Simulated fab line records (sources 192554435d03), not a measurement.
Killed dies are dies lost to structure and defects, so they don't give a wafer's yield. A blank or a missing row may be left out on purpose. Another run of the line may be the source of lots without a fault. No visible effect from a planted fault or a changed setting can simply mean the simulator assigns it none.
fab line records	flow n5-finfet
[record] lots = 13	wafers = 39	last-day = 18
route steps=1938 shown GATE_CUT@467 BEOL_M15@1827 MIM_TOP@1834 PASSIVATION@1936
lots that met no fault: from a run of the same line without faults
start-h: the number of hours between the record's first day and the start of the first shown wafer of the lot	wait-h: how many hours have passed since the lot's step before this one	" identical to the entry in the row above	L1.1+2: a single row standing in for several wafers	- either no value or no given start	* or withheld: withheld	< > ~ a bound
route shown NAME@n: NAME is a module with steps in the file, n the number in the route of the first one	usual: mean/standard deviation of fault-free wafers	same: alike in all rows	chamber/n: place in a boat	sites: the reading at each site	_std_site: how widely they spread, as a standard deviation	_edge_site: inner sites' mean taken away from outer sites' mean	radius-mm: for every site, how far away it sits from the centre of the wafer	mask NAME#n: copy n	behind: tool/chamber where the wafer was last shaped	hold: cause of the lot's hold/its duration in hours/its outcome	device: names the non-switching transistor (n, p or np)	end of line: tests run on the same wafers once the route is complete	where a step has no rows: the recipe by itself	killed: count of dies lost to structure and defects at first sort (not the wafer's yield)	map: dies across one wafer; x = killed, . = not, _ = none there
set.NAME: the setting the step ran with; set.NAME@STEP: the setting that earlier step ran with	model.NAME: the simulator's own value behind a step, which no gauge read
the route's steps for a sample of lots (tables are steps, rows are wafers)
services: the hour from which a tool's chamber was out of use, counted from the record's first day as start-h (under 0 if before that day), plus the number of hours and why
[[steps]]
[step N5_GATE_CUT_ETCHBACK_30]
[recipe] chemistry = Cl2/Ar	target = TiN	target-depth-a = 30	mode = isotropic	pressure-mtorr = 10	icp-w = 600	bias-w = 60	Cl2_flow_sccm = 40	Ar_flow_sccm = 60
[usual] drypump-motor-current-A = 5.9/0.43	oes-product-au = 0.74/0.11	throttle-valve-pct = 20.89/0.19
lot.wafer	tool	chamber	start-h	wait-h	drypump-motor-current-A	oes-product-au	rf-hours-counter-h	throttle-valve-pct
L377.2	rie-metal-03	0	88.96	0.1	5.6	0.70	96	20.91
L377.5	"	0	"	"	5.6	0.70	-	20.89
L377.6	"	1	"	"	5.5	0.79	-	21.22
L378.1	rie-metal-02	1	101.67	0.1	6.4	0.64	99	20.68
L378.4	"	1	"	"	6.4	0.64	-	20.69
L378.6	"	1	"	"	6.4	0.64	-	20.67
L379.3	rie-metal-02	1	111.19	0.0	6.4	0.64	-	20.68
L379.5	"	0	"	"	6.3	0.98	-	20.84
L379.6	"	1	"	"	6.4	0.64	-	20.66
L381.3	rie-metal-02	0	113.86	0.0	6.3	0.97	-	20.84
L381.4	"	1	"	"	6.4	0.64	-	20.68
L381.6	"	1	"	"	6.4	0.64	-	20.67
L383.1	rie-metal-02	0	125.39	0.1	6.4	0.94	2	20.85
L383.5	"	1	"	"	6.4	0.64	-	20.68
L383.6	"	0	"	"	6.4	0.95	-	20.84
L384.2	rie-metal-02	1	130.94	0.1	6.4	0.63	102	20.67
L384.3	"	1	"	"	6.4	0.64	-	20.70
L384.6	"	1	"	"	6.4	0.63	-	20.68
L386.1	rie-metal-01	1	143.64	0.1	5.4	0.71	72	20.70
L386.3	"	1	"	"	5.4	0.72	-	20.71
L386.4	"	0	"	"	5.5	0.61	-	21.01
L394.2	rie-metal-02	1	190.69	0.1	6.4	0.62	109	20.69
L394.3	"	0	"	"	6.4	0.88	-	20.86
L394.4	"	1	"	"	6.4	0.62	-	20.71
L395.1	rie-metal-02	1	199.30	0.1	6.4	0.62	110	20.70
L395.3	"	0	"	"	6.4	0.87	-	20.88
L395.6	"	1	"	"	6.4	0.62	-	20.72
L396.2	rie-metal-02	1	199.57	0.1	6.4	0.62	110	20.69
L396.3	"	1	"	"	6.4	0.62	-	20.72
L396.5	"	1	"	"	6.4	0.62	-	20.71
L397.1	rie-metal-03	1	207.28	0.1	5.5	0.76	56	21.25
L397.3	"	1	"	"	5.5	0.76	-	21.24
L397.4	"	0	"	"	5.6	0.68	-	20.92
L399.1	rie-metal-01	1	216.16	0.1	5.4	0.69	76	20.73
L399.3	"	1	"	"	5.4	0.69	-	20.74
L399.5	"	0	"	"	5.6	0.59	-	21.01
L398.1	rie-metal-03	0	218.38	0.1	5.5	0.68	110	20.91
L398.3	"	1	"	"	5.5	0.75	-	21.25
L398.5	"	1	"	"	5.5	0.75	-	21.26
[step N5_BEOL_M15_DEP_53]
[recipe] material = SiCN	target-thk-a = 500	temp-c = withheld	precursor = 3MS/NH3	pressure-torr = 3	rf-w = 675	time-s = 17.8
[usual] showerhead-plenum-p-Torr = 4.167/0.019	throttle-valve-pct = 17.3/0.56
lot.wafer	tool	chamber	start-h	wait-h	showerhead-plenum-p-Torr	throttle-valve-pct
L377.2	pecvd-04	0	262.90	0.0	4.155	17.2
L377.5	"	0	"	"	4.153	17.0
L377.6	"	1	"	"	4.164	17.7
L378.1	pecvd-01	1	273.01	0.0	4.171	18.1
L378.4	"	0	"	"	4.191	17.7
L378.6	"	1	"	"	4.167	18.0
L381.3	pecvd-04	0	300.12	0.0	4.151	17.5
L381.4	"	2	"	"	4.152	16.5
L381.6	"	2	"	"	4.155	16.4
L379.3	pecvd-01	1	307.42	0.0	4.181	17.7
L379.5	"	1	"	"	4.181	17.8
L379.6	"	0	"	"	4.193	17.8
L384.2	pecvd-02	0	308.69	0.0	4.164	17.7
L384.3	"	2	"	"	4.158	17.8
L384.6	"	2	"	"	4.165	17.7
L383.1	pecvd-02	1	309.13	0.0	4.177	17.2
L383.5	"	1	"	"	4.166	17.4
L383.6	"	0	"	"	4.157	17.4
L386.1	pecvd-04	2	326.15	0.0	4.148	16.4
L386.3	"	0	"	"	4.150	17.2
L386.4	"	2	"	"	4.154	16.5
L394.2	pecvd-04	1	373.19	0.0	4.152	17.8
L394.3	"	0	"	"	4.158	17.5
L394.4	"	2	"	"	4.139	16.7
L395.1	pecvd-04	1	380.39	0.0	4.152	17.6
L395.3	"	0	"	"	4.139	17.2
L395.6	"	0	"	"	4.146	17.3
L397.1	pecvd-01	2	390.28	0.0	4.209	16.6
L397.3	"	0	"	"	4.188	17.7
L397.4	"	1	"	"	4.167	18.0
L396.2	pecvd-01	2	393.65	0.0	4.204	16.3
L396.3	"	0	"	"	4.203	18.1
L396.5	"	0	"	"	4.194	17.4
L398.1	pecvd-04	2	406.42	0.0	4.144	16.7
L398.3	"	1	"	"	4.158	17.9
L398.5	"	1	"	"	4.165	17.8
L399.1	pecvd-04	1	409.07	0.0	4.161	17.8
L399.3	"	2	"	"	4.142	16.5
L399.5	"	1	"	"	4.164	17.6
[step N5_MIM_TOP_ALD_00]
[recipe] material = Al2O3	target-thk-a = *	temp-c = withheld	ald-precursor-family = TMA	ald-co-reactant = O3	pulse-time-s = withheld	purge-time-s = 3	co-reactant-purge-time-s = withheld	co-reactant-pulse-time-s = 3	ald-cycles = withheld
[usual] precursor-pulse-height-rel = 1.001/0.021
lot.wafer	tool	chamber	start-h	wait-h	precursor-pulse-height-rel
L377.2	ald-hk-01	3	265.72	0.1	1.034
L377.5	"	3	"	"	1.023
L377.6	"	2	"	"	0.985
L378.1	ald-hk-01	1	274.33	0.1	1.017
L378.4	"	2	"	"	0.974
L378.6	"	2	"	"	1.036
L381.3	ald-hk-01	1	301.68	0.1	0.993
L381.4	"	3	"	"	0.974
L381.6	"	2	"	"	1.019
L379.3	ald-hk-03	1	309.55	0.1	1.019
L379.5	"	2	"	"	1.000
L379.6	"	3	"	"	1.031
L384.2	ald-hk-01	3	310.42	0.1	0.997
L384.3	"	0	"	"	1.012
L384.6	"	3	"	"	1.037
L383.1	ald-hk-02	1	310.73	0.1	0.978
L383.5	"	0	"	"	0.990
L383.6	"	1	"	"	1.010
L386.1	ald-hk-03	1	327.61	0.1	1.017
L386.3	"	0	"	"	0.972
L386.4	"	3	"	"	1.008
L394.2	ald-hk-02	0	374.96	0.1	0.976
L394.3	"	3	"	"	1.012
L394.4	"	1	"	"	0.965
L395.1	ald-hk-03	0	382.30	0.1	0.974
L395.3	"	1	"	"	0.994
L395.6	"	3	"	"	0.959
L397.1	ald-hk-02	0	392.09	0.1	0.989
L397.3	"	2	"	"	1.014
L397.4	"	3	"	"	1.003
L396.2	ald-hk-03	3	395.34	0.1	1.008
L396.3	"	0	"	"	1.004
L396.5	"	2	"	"	0.973
L398.1	ald-hk-01	3	408.78	0.1	1.027
L398.3	"	2	"	"	1.000
L398.5	"	2	"	"	0.990
L399.1	ald-hk-03	1	412.50	0.1	1.005
L399.3	"	0	"	"	1.017
L399.5	"	3	"	"	0.987
[step N5_PASSIVATION_PROBE_49]
[usual] killed_at_M0_to_M3 = 37/12	killed_at_M4_up = 14/5.3	killed-at-contacts = 12/6.2	killed-at-front-end = 41/11	killed-at-other = 3.7/2.9	killed-dies = 107/17	killed-on-rim = 14/4.4	killed-open = 71/12	killed-short = 34/7.9
[same] gross-dies = 1180	killed-at-back-side = 0
lot.wafer	tool	chamber	start-h	wait-h	killed_at_M0_to_M3	killed_at_M4_up	killed-at-contacts	killed-at-front-end	killed-at-other	killed-dies	killed-on-rim	killed-open	killed-short
L381.6	prober-01	-	313.45	0.3	29	6	16	38	1	90	13	55	33
L384.3	prober-02	-	325.14	0.1	25	13	21	43	4	106	17	67	35
L384.6	prober-02	-	325.29	0.3	34	19	8	54	1	116	16	71	42
L394.2	prober-01	-	389.44	0.1	32	3	16	171	7	229	13	58	29
L394.3	prober-01	-	389.49	0.1	36	6	16	24	10	92	6	58	34
L394.4	prober-01	-	389.54	0.2	32	18	24	175	1	250	21	98	27
L395.1	prober-02	-	395.21	0.0	37	13	20	175	4	249	20	87	28
L395.3	prober-02	-	395.31	0.1	44	21	22	48	2	137	16	92	43
L395.6	prober-02	-	395.46	0.3	34	17	18	176	1	246	21	72	34
L396.2	prober-02	-	409.57	0.1	24	13	1	169	2	209	10	51	28
L396.3	prober-02	-	409.62	0.1	21	8	9	178	15	231	15	71	29
L396.5	prober-02	-	409.72	0.2	26	17	9	169	5	226	10	60	31
// killed by level:class
L381.6 MOL_CONTACT_COAG:geometric-particle:open=13 BEOL_M1:geometric-particle:open=13 STI_FIN_REVEAL:geometric-particle:open=10 GATE_CUT:geometric-particle:short=6 BEOL_M0_SAQP:geometric-particle:short=5 BEOL_M1:geometric-particle:short=5 BEOL_M0_SAQP:geometric-particle:open=4 STARTING-WAFER:geometric-particle:open=4
L384.3 FIN_SAQP:geometric-particle:short=16 MOL_CONTACT_COAG:geometric-particle:open=16 FIN_SAQP:geometric-particle:open=14 BEOL_M2:geometric-particle:open=7 BEOL_M0_SAQP:geometric-particle:open=6 BEOL_M0_SAQP:geometric-particle:short=6 STI_FIN_REVEAL:geometric-particle:open=5 MOL_CONTACT_COAG:geometric-particle:short=4
L384.6 FIN_SAQP:geometric-particle:open=12 FIN_SAQP:geometric-particle:short=12 STI_FIN_REVEAL:geometric-particle:open=10 BEOL_M0_SAQP:geometric-particle:short=9 MOL_CONTACT_COAG:geometric-particle:open=6 BEOL_M3:geometric-particle:open=6 BEOL_M0_SAQP:geometric-particle:open=5 BEOL_M2:geometric-particle:open=5
L394.2 GATE_CUT:unspecified=141 STI_FIN_REVEAL:geometric-particle:open=13 MOL_CONTACT_COAG:geometric-particle:open=8 MOL_CONTACT_COAG:geometric-particle:short=8 BEOL_M3:geometric-particle:open=7 BEOL_M0_SAQP:geometric-particle:open=6 PASS1_CAP:geometric-particle:open=5 FIN_SAQP:geometric-particle:short=4
L394.3 MOL_CONTACT_COAG:geometric-particle:open=13 BEOL_M0_SAQP:geometric-particle:short=12 FIN_SAQP:geometric-particle:open=7 BEOL_M0_SAQP:geometric-particle:open=6 STI_FIN_REVEAL:geometric-particle:open=5 BEOL_M1:geometric-particle:short=5 PASS1_CAP:geometric-particle:open=5 BEOL_M2:geometric-particle:open=4
L394.4 GATE_CUT:unspecified=125 STI_FIN_REVEAL:geometric-particle:open=25 MOL_CONTACT_COAG:geometric-particle:open=18 BEOL_M1:geometric-particle:open=11 FIN_SAQP:geometric-particle:open=8 BEOL_M4:geometric-particle:open=8 MOL_CONTACT_COAG:geometric-particle:short=6 DUMMY_GATE:geometric-particle:open=6
L395.1 GATE_CUT:unspecified=134 STI_FIN_REVEAL:geometric-particle:open=20 MOL_CONTACT_COAG:geometric-particle:open=17 BEOL_M0_SAQP:geometric-particle:open=10 BEOL_M2:geometric-particle:open=8 FIN_SAQP:geometric-particle:open=7 BEOL_M4:geometric-particle:open=7 BEOL_M3:geometric-particle:open=6
L395.3 STI_FIN_REVEAL:geometric-particle:open=20 MOL_CONTACT_COAG:geometric-particle:open=19 BEOL_M0_SAQP:geometric-particle:short=9 BEOL_M0_SAQP:geometric-particle:open=9 BEOL_M1:geometric-particle:open=9 BEOL_M4:geometric-particle:open=9 BEOL_M4:geometric-particle:short=9 FIN_SAQP:geometric-particle:short=7
L395.6 GATE_CUT:unspecified=137 FIN_SAQP:geometric-particle:open=14 MOL_CONTACT_COAG:geometric-particle:open=13 BEOL_M4:geometric-particle:open=9 BEOL_M0_SAQP:geometric-particle:open=8 BEOL_M2:geometric-particle:open=7 BEOL_M0_SAQP:geometric-particle:short=6 STI_FIN_REVEAL:geometric-particle:open=5
L396.2 GATE_CUT:unspecified=129 FIN_SAQP:geometric-particle:open=11 FIN_SAQP:geometric-particle:short=9 DUMMY_GATE:geometric-particle:open=9 BEOL_M0_SAQP:geometric-particle:short=6 BEOL_M0_SAQP:geometric-particle:open=5 BEOL_M2:geometric-particle:short=4 BEOL_M3:geometric-particle:open=4
L396.3 GATE_CUT:unspecified=130 STI_FIN_REVEAL:geometric-particle:open=15 FIN_SAQP:geometric-particle:open=12 FIN_SAQP:geometric-particle:short=9 BEOL_M2:geometric-particle:open=9 MOL_CONTACT_COAG:geometric-particle:open=7 PASS1_CAP:geometric-particle:open=5 BEOL_M5:geometric-particle:open=4
L396.5 GATE_CUT:unspecified=133 FIN_SAQP:geometric-particle:open=9 MOL_CONTACT_COAG:geometric-particle:open=9 BEOL_M0_SAQP:geometric-particle:open=7 BEOL_M2:geometric-particle:short=6 BEOL_M3:geometric-particle:open=6 BEOL_M4:geometric-particle:open=6 STI_FIN_REVEAL:geometric-particle:open=5
[[services]]
tool	chamber	start-h	hours	kind
ald-hk-01	-	79.66	1.1	repair
pecvd-01	-	80.04	28.1	pm
rie-metal-02	0	83.84	-	clean
rie-metal-02	0	83.84	23.6	scheduled-down
rie-metal-02	0	83.84	23.6	vent-cycle
ald-hk-01	-	87.70	2.8	pm
pecvd-04	1	99.31	8.8	repair
ald-hk-01	-	111.97	0.5	repair
pecvd-01	-	139.51	14.6	pm
ald-hk-01	-	149.55	1.6	repair
rie-metal-01	-	171.73	28.1	pm
ald-hk-03	-	174.19	8.7	pm
rie-metal-03	-	242.81	14.6	pm
rie-metal-03	-	258.06	1.4	pm
pecvd-01	-	262.81	2.8	pm
pecvd-02	-	265.94	6.0	pm
rie-metal-02	1	285.18	-	clean
rie-metal-02	1	285.18	24.6	scheduled-down
pecvd-02	-	289.68	2.4	repair
pecvd-04	1	297.75	48.4	repair
pecvd-04	2	333.04	2.6	repair
rie-metal-02	1	359.03	12.6	repair
ald-hk-02	-	371.76	1.3	repair
rie-metal-03	-	406.91	10.0	pm
[[key]]
[first-sign] step = N5_PASSIVATION_PROBE_49	reading = killed-at-front-end	direction = up	sigmas = 12	usual = 41	struck = 173
[effect] step = N5_PASSIVATION_PROBE_49	reading = killed-dies	direction = up	sigmas = 7.4	usual = 107	struck = 234
[more-kills-born-at] N5_GATE_CUT_ETCHBACK_30@rie-metal-02 = 929
met-at N5_GATE_CUT_ETCHBACK_30
struck-lots L394,L395,L396
struck-wafers L394.2,L394.4,L395.1,L395.6,L396.2,L396.3,L396.5
tester-left-out L394,L395,L396
not-acting-at N5_BEOL_M15_DEP_53,N5_MIM_TOP_ALD_00
onset-between 130.94 190.69
[fault] kind = chamber-particle-source	tool = rie-metal-02	chamber = 1	onset-h = 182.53	steps = N5_GATE_CUT_ETCHBACK_30	rate-per-visit-cm2 = 1.1799	end-h = 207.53
// tester-left-out: of these lots the tester's yield and bins aren't shown, on N5 and GAA mostly nor the transistor test; their killed dies are dies lost to structure and defects alone, not to doping, threshold or leakage, so they don't give the yield
